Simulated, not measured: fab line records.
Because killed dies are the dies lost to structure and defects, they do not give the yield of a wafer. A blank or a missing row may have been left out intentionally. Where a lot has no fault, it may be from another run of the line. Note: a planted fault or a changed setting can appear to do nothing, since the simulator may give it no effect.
A lot that was struck, set against a sound lot || flow n5Finfet || 36 out of 1938 route steps
Sound: the wafers L713.2, L713.3, L713.4. Struck: wafer L702.5 (left out: L702.1, L702.6 of the same lot, which were not struck); the cause appears at the end.
For every step that has rows: the tool of each side, followed by ch and its chambers, followed by its first start. Under that, the readings that differ: sound wafers || struck wafers || difference of the means || sigmas: that difference in standard deviations of wafers without a fault.
alike: readings whose means differ by less than 2 such deviations, and words and numbers that are the same on both sides. not compared: withheld readings, readings that some wafer has no value for, bounds like >300 that may hide the same value, and numbers for which the record gives no deviation and whose values overlap.
The two part at a step that has a row with sigmas, a row that says differs or no value, or rows on one side only. Non-overlapping numbers with no deviation appear without sigmas and do not part them. A reading that every wafer of one side lacks parts them only if that side has two wafers or more.

first, 8 steps without rows for these wafers: N5_BEOL_M9_SPUTTER_48 (material Cu, target thk 12 nm, time 2 s); N5_BEOL_M9_ECD_50 (material Cu, target thk 318 nm); N5_BEOL_M9_ANNEAL_51 (time 90 s); N5_BEOL_M9_CMP_52 (polishes, stops on SiCOH lowk, t overpolish 7 s, target thk 140 nm); N5_BEOL_M9_PRE_CLEAN_55 (time 15 s); N5_BEOL_M9_DEP_56 (deposits SiCN from 3MS/NH3, target thk 15 nm, time 26.5 s); N5_BEOL_M10_ILD_DEP_00 (deposits SiCOH lowk from DEMS/porogen, target thk 308.51 nm, time 58 s); N5_BEOL_M10_CURE_71 (cures SiCOH lowk, time 240 s).
N5_BEOL_M10_PECVD_70: deposits SiO2 from TEOS/O2, target thk 20 nm, time 22.7 s.
  sound on pecvd-01 ch 0,1, day 19 11:01; struck on pecvd-01 ch 1, day 16 03:29
{"reading": "model.SiO2_of_BEOL_M10_PECVD_70.thkNm (nm)", "sound": "20 20.2 20.2", "struck": 26.8, "difference": "+6.7", "sigmas": ""}
  alike: heaterPowerW, showerheadPlenumPTorr, throttleValvePct
then, 24 steps without rows for these wafers: N5_BEOL_M10_HM_DEP_02 (deposits TiN, target thk 20 nm); N5_BEOL_M10_COAT_59 (time 60 s, resist thk 100 nm); N5_BEOL_M10_COAT_60 (time 60 s, resist thk 30 nm); N5_BEOL_M10_COAT_05 (resist thk 90 nm); N5_BEOL_M10_EBR_07; N5_BEOL_M10_SOFTBAKE_06 (time 60 s); N5_BEOL_M10_EXPOSE_08 (exposes mask M10); N5_BEOL_M10_PEB_09 (peb time 60 s); N5_BEOL_M10_DEVELOP_10 (develop time 30 s); N5_BEOL_M10_DESCUM_16 (chemistry O2, time 7.9 s); N5_BEOL_M10_ETCH_61 (etches SiARC in CF4, target depth 39 nm, time 65 s); N5_BEOL_M10_ETCH_62 (etches SOC in N2/H2, target depth 110 nm, overetch 22 nm, time 165 s); N5_BEOL_M10_STRIP_68 (strips in N2/H2); N5_BEOL_M10_STRIP_67 (strips in CF4); N5_BEOL_M10_HM_OPEN_17 (chemistry Cl2/BCl3, target TiN, target depth 20 nm, overetch 6 nm); N5_BEOL_M10_STRIP_19 (strips in O2); N5_BEOL_M10_COAT_63 (time 60 s, resist thk 100 nm); N5_BEOL_M10_COAT_64 (time 60 s, resist thk 30 nm); N5_BEOL_M10_COAT_22 (resist thk 90 nm); N5_BEOL_M10_EBR_24; N5_BEOL_M10_SOFTBAKE_23 (time 60 s); N5_BEOL_M10_EXPOSE_25 (exposes mask V9); N5_BEOL_M10_PEB_26 (peb time 60 s); N5_BEOL_M10_DEVELOP_27 (develop time 30 s).
N5_BEOL_M10_HM_STRIP_39: strips TiN in peroxide tin strip, target depth 25 nm, time 158 s.
  sound on wetBench-03 ch 0,1,2, day 19 18:02; struck on wetBench-05 ch 6, day 16 07:36
{"reading": "model.SiO2_of_BEOL_M10_PECVD_70.thkNm (nm)", "sound": "19.8 20 20", "struck": 26.8, "difference": "+6.9", "sigmas": ""}
N5_BEOL_M10_CMP_52: polishes, stops on SiCOH lowk, t overpolish 7 s, target thk 140 nm.
  sound on cmp-04 ch 0,1,2, day 19 20:55; struck on cmp-04 ch 2, day 16 09:34
{"reading": "barrierFieldEndpointS (s)", "sound": "28.8 28.8 29.3", "struck": 38.0, "difference": "+9.0", "sigmas": "+14"}
  alike: edgeZonePressureFrac, motorCurrentA, slurryFlowMlMin
next, for these wafers, 1 step has no rows: N5_PASSIVATION_PROBE_49.

WHERE THEY PART
Only at N5_BEOL_M10_CMP_52, within this record.

WHY: the cause the simulator had injected
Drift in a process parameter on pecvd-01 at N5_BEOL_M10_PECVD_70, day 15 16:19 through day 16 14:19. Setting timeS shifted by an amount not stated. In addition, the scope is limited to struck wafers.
